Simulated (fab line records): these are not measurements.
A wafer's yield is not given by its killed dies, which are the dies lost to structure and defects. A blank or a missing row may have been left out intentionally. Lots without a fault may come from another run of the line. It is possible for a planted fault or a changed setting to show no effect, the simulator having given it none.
Matching of chambers / flow n5_finfet / N5_FIN_SAQP_ETCH_64 on rie_si-06 has 4 sister chambers
The step etches SiO2 in CF4, target depth 1.5 nm. 16 wafers are shown with their chamber, then 8 later ones without.

== EACH WAFER AND ITS CHAMBER ==
wafer=L075.1; chamber=0; throttle_valve_pct (%)=21.69; oes_product_au (a.u.)=1.022
wafer=L075.2; chamber=2; throttle_valve_pct (%)=21.80; oes_product_au (a.u.)=0.967
wafer=L075.4; chamber=1; throttle_valve_pct (%)=21.85; oes_product_au (a.u.)=1.022
wafer=L076.2; chamber=0; throttle_valve_pct (%)=21.69; oes_product_au (a.u.)=1.018
wafer=L076.3; chamber=2; throttle_valve_pct (%)=21.79; oes_product_au (a.u.)=0.973
wafer=L076.4; chamber=1; throttle_valve_pct (%)=21.85; oes_product_au (a.u.)=1.024
wafer=L077.2; chamber=3; throttle_valve_pct (%)=22.02; oes_product_au (a.u.)=1.035
wafer=L077.5; chamber=1; throttle_valve_pct (%)=21.84; oes_product_au (a.u.)=1.027
wafer=L077.6; chamber=2; throttle_valve_pct (%)=21.78; oes_product_au (a.u.)=0.974
wafer=L080.1; chamber=1; throttle_valve_pct (%)=21.84; oes_product_au (a.u.)=1.020
wafer=L080.3; chamber=2; throttle_valve_pct (%)=21.79; oes_product_au (a.u.)=0.962
wafer=L080.4; chamber=0; throttle_valve_pct (%)=21.70; oes_product_au (a.u.)=1.015
wafer=L085.1; chamber=1; throttle_valve_pct (%)=21.85; oes_product_au (a.u.)=1.039
wafer=L085.2; chamber=3; throttle_valve_pct (%)=22.01; oes_product_au (a.u.)=1.032
wafer=L085.6; chamber=0; throttle_valve_pct (%)=21.72; oes_product_au (a.u.)=1.020
wafer=L086.2; chamber=3; throttle_valve_pct (%)=22.03; oes_product_au (a.u.)=1.029

SIGNATURES (averages over the wafers above)
reading=throttle_valve_pct; chamber 0=21.7000; chamber 1=21.8460; chamber 2=21.7900; chamber 3=22.0200; scatter within a chamber=0.00966
reading=oes_product_au; chamber 0=1.01875; chamber 1=1.02640; chamber 2=0.96900; chamber 3=1.03200; scatter within a chamber=0.00551
Rule: for each reading, subtract the chamber's mean from the wafer's reading, divide by that reading's scatter and square the result; add these up over the readings and take the root, which gives the wafer's distance from the chamber. The wafer belongs to the nearest chamber; if the next one is less than 2 further off, it can't be placed. The scatter: take each reading less its chamber's mean, square it, sum over the shown wafers, divide by the number of wafers less the number of chambers, and take the root.

== WAFERS WHOSE CHAMBER IS MISSING ==
wafer=L086.5; throttle_valve_pct (%)=21.85; oes_product_au (a.u.)=1.018
wafer=L086.6; throttle_valve_pct (%)=21.71; oes_product_au (a.u.)=1.011
wafer=L088.1; throttle_valve_pct (%)=21.80; oes_product_au (a.u.)=0.970
wafer=L088.2; throttle_valve_pct (%)=21.70; oes_product_au (a.u.)=1.019
wafer=L088.3; throttle_valve_pct (%)=22.02; oes_product_au (a.u.)=1.026
wafer=L096.4; throttle_valve_pct (%)=22.01; oes_product_au (a.u.)=1.033
wafer=L096.5; throttle_valve_pct (%)=21.71; oes_product_au (a.u.)=1.029
wafer=L096.6; throttle_valve_pct (%)=21.86; oes_product_au (a.u.)=1.020

== EACH ONE'S CHAMBER ==
wafer=L086.5; from the rows above=1; in truth=1
wafer=L086.6; from the rows above=0; in truth=0
wafer=L088.1; from the rows above=2; in truth=2
wafer=L088.2; from the rows above=0; in truth=0
wafer=L088.3; from the rows above=3; in truth=3
wafer=L096.4; from the rows above=3; in truth=3
wafer=L096.5; from the rows above=0; in truth=0
wafer=L096.6; from the rows above=1; in truth=1
Correctly placed: 8 of 8. Number that these rows cannot place: 0. 0 placed wrongly.
